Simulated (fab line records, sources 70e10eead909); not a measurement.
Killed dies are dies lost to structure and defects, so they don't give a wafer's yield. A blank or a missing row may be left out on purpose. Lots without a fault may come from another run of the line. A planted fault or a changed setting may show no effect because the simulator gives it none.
One fault seen from 2 desks | flow nand_harc | each desk has only its own numbers; what lay behind them comes last

THE TOOL OWNER'S DESK: pecvd-01
The tool's own readings at NHARC_A_ONON_D2_DEP_33 (deposits SiO2, target thk 200 nm): means of the sampled wafers that have a number, for each lot that ran on this tool. A lot is out of limits, marked OUT, if its mean lies more than 4 standard deviations from the usual mean; the brackets give that distance.
Columns: A = heater_power_w at NHARC_A_ONON_D2_DEP_33, usual 608 W; B = mfc_precursor_sccm at NHARC_A_ONON_D2_DEP_33, usual 161.4 sccm; C = throttle_valve_pct at NHARC_A_ONON_D2_DEP_33, usual 15.6 %
lot  | first seen here | A   | B               | C
L829 | day 15 18:50    | 595 | 161.6           | 15.5
L833 | day 17 06:28    | 523 | 154.3 (-16) OUT | 15.9
L836 | day 18 17:19    | 520 | 154.4 (-15) OUT | 16.0
L843 | day 22 01:48    | 613 | 160.9           | 15.8
This desk's finding: out of limits on L833, L836; first on L833, day 17 06:28 (mfc_precursor_sccm at NHARC_A_ONON_D2_DEP_33). In limits: L829, L843.

THE METROLOGY DESK
What the gauges read, lot by lot, whatever tool the lot ran on: means of the sampled wafers that have a number. A lot is out of limits, marked OUT, if its mean lies more than 4 standard deviations from the usual mean; the brackets give that distance.
Columns: A = thk_nm at NHARC_A_DECK1_JOINT_THK_MEAS_17, usual 44.9 nm; B = thk_nm at NHARC_A_ONON_D2_THK_MEAS_02, usual 1003 nm; C = thk_nm at NHARC_A_ONON_D2_THK_MEAS_34, usual 200.3 nm
lot  | first seen here | A    | B    | C
L822 | day 12 12:05    | 44.5 | 1014 | 201.1
L823 | day 12 12:16    | 45.8 | 1011 | 198.7
L826 | day 13 20:18    | 44.3 | 1021 | 201.2
L829 | day 15 06:11    | 44.9 | 1018 | 197.7
L828 | day 15 06:12    | 44.3 | 1014 | 200.1
L827 | day 15 06:18    | 45.6 | 1006 | 201.1
L833 | day 16 17:54    | 44.9 | 1001 | 191.2
L836 | day 18 04:32    | 45.0 | 1014 | 186.8 (-5.0) OUT
L839 | day 19 10:02    | 44.6 | 997  | 202.4
L842 | day 20 20:57    | 44.7 | 1007 | 201.1
L843 | day 21 06:10    | 45.3 | 980  | 198.9
L844 | day 21 06:15    | 46.5 | 993  | 201.5
L845 | day 21 21:22    | 44.2 | 996  | 201.0
This desk's finding: out of limits on L836; first on L836, day 18 17:40 (thk_nm at NHARC_A_ONON_D2_THK_MEAS_34). In limits: L822, L823, L826, L829, L828, L827, L833, L839, L842, L843, L844, L845.

PUT TOGETHER
The tool owner's desk could have raised an alarm at day 17 06:28, on L833, L836.
The metrology desk could have raised an alarm at day 18 17:40, on L836.
The metrology desk has L833 on record, within its limits.
Of the lots named, all ran NHARC_A_ONON_D2_DEP_33 on pecvd-01.

WHAT THE SIMULATOR HAD PUT IN
Process parameter drift: pecvd-01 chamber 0, from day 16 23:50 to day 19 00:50, at NHARC_A_ONON_D2_DEP_33. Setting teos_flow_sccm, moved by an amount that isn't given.
Lots struck among those shown: L833, L836.
Hours from the fault's start to each desk's first reading out of limits: the tool owner's desk, 7; the metrology desk, 42.
